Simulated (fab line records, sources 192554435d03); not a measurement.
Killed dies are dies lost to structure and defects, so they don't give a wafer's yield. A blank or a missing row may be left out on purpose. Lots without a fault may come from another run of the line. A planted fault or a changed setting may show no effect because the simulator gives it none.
A struck lot beside a sound one | flow n5_finfet | 15 steps out of a route of 1938
Sound: wafers L629.4, L629.5, L629.6. Struck: wafers L620.2, L620.3, L620.5. The cause comes at the end.
At each step with rows: each side's tool, then ch and its chambers, then its first start. Under that, the readings that differ: sound wafers | struck wafers | difference of the means | sigmas: that difference in standard deviations of wafers without a fault.
alike: readings whose means differ by less than 2 such deviations, and words and numbers that are the same on both sides. not compared: withheld readings, readings that some wafer has no value for, bounds like >300 that may hide the same value, and numbers for which the record gives no deviation and whose values overlap.
The two part at a step that has a row with sigmas, a row that says differs or no value, or rows on one side only. Numbers that don't overlap but have no deviation are shown without sigmas and don't part them. A reading that every wafer of one side lacks parts them only if that side has two wafers or more.

first, 8 steps without rows for these wafers: N5_ZERO_LAYER_HMDS_04 (time 60 s); N5_ZERO_LAYER_COAT_05 (resist thk 1000 nm); N5_ZERO_LAYER_EBR_07; N5_ZERO_LAYER_SOFTBAKE_06 (time 90 s); N5_ZERO_LAYER_EXPOSE_08 (exposes mask ZERO, defocus 0 nm, target cd 2000 nm); N5_ZERO_LAYER_PEB_09; N5_ZERO_LAYER_DEVELOP_10 (develop time 60 s); N5_ZERO_LAYER_HARDBAKE_23 (time 120 s).
N5_ZERO_LAYER_CD_MEAS_11: target cd 2000 nm.
  sound on cd_sem-03 ch 0, day 4 12:46; struck on cd_sem-02 ch 0, day 2 06:46
  alike: cd_nm
N5_ZERO_LAYER_DESCUM_16: chemistry O2, time 7.9 s.
  sound on rie_diel-01 ch 1,2, day 4 12:48; struck on rie_diel-03 ch 1,2,3, day 2 06:49
  alike: drypump_motor_current_A, oes_product_au, rf_vpp_V, showerhead_plenum_p_Torr, throttle_valve_pct
  not compared: rf_hours_counter_h
N5_ZERO_LAYER_ETCH_17: etches SiO2 in CF4, target depth 12 nm, time 13.3 s.
  sound on rie_diel-01 ch 1,2, day 4 12:50; struck on rie_diel-03 ch 1,2,3, day 2 06:50
  alike: drypump_motor_current_A, oes_product_au, rf_vpp_V, showerhead_plenum_p_Torr, throttle_valve_pct
  not compared: rf_hours_counter_h
N5_ZERO_LAYER_ETCH_18: etches Si in HBr/Cl2, target depth 120 nm, time 40 s.
  sound on rie_si-03 ch 0,3, day 4 12:55; struck on rie_si-06 ch 0,2, day 2 06:55
  reading               | sound             | struck            | difference | sigmas
  oes_product_au (a.u.) | 0.989 0.989 0.992 | 1.023 1.032 1.032 | +0.039     | +3
  alike: HBr_flow_sccm, drypump_motor_current_A, throttle_valve_pct
  not compared: rf_hours_counter_h
N5_ZERO_LAYER_STRIP_24: strips in O2.
  sound on plasma_asher-01 ch 0,1, day 4 13:02; struck on plasma_asher-02 ch 1, day 2 07:01
  no value came back on the struck wafers for any of 5 readings (chamber_pressure_mTorr (mTorr), drypump_motor_current_A (A) and others); on the sound wafers chamber_pressure_mTorr (mTorr) reads 1002.3 999.3 1000.2
  reading                                      | sound | struck            | difference | sigmas
  model.coat_of_ZERO_LAYER_COAT_05.thk_nm (nm) | 0 0 0 | 932.2 928.2 932.7 | +931.0     |
  not compared: rf_hours_counter_h
then, 1 step without rows for these wafers: N5_ZERO_LAYER_STRIP_19 (strips in SPM, time 900 s).
-- the record jumps here: 6 days lie between the struck wafers' starts before and after (it left off in module ZERO_LAYER and takes up again in module BEOL_M4, whose first step shown is number 1111 of the route) --
N5_BEOL_M4_RC_MEAS_101:
  sound on prober-02 ch 0, day 11 11:31; struck on prober-02 ch 0, day 8 15:35
  alike: DIBL_N, DIBL_P, IOFF_N, IOFF_P, ION_N, ION_P, SS_N, SS_P, VT_N, VT_P

WHERE THEY PART
First at N5_ZERO_LAYER_ETCH_18; last, within this record, at N5_ZERO_LAYER_STRIP_24. Later steps at which nothing parts them and some readings are alike: N5_BEOL_M4_RC_MEAS_101.

WHY: what the simulator had put in
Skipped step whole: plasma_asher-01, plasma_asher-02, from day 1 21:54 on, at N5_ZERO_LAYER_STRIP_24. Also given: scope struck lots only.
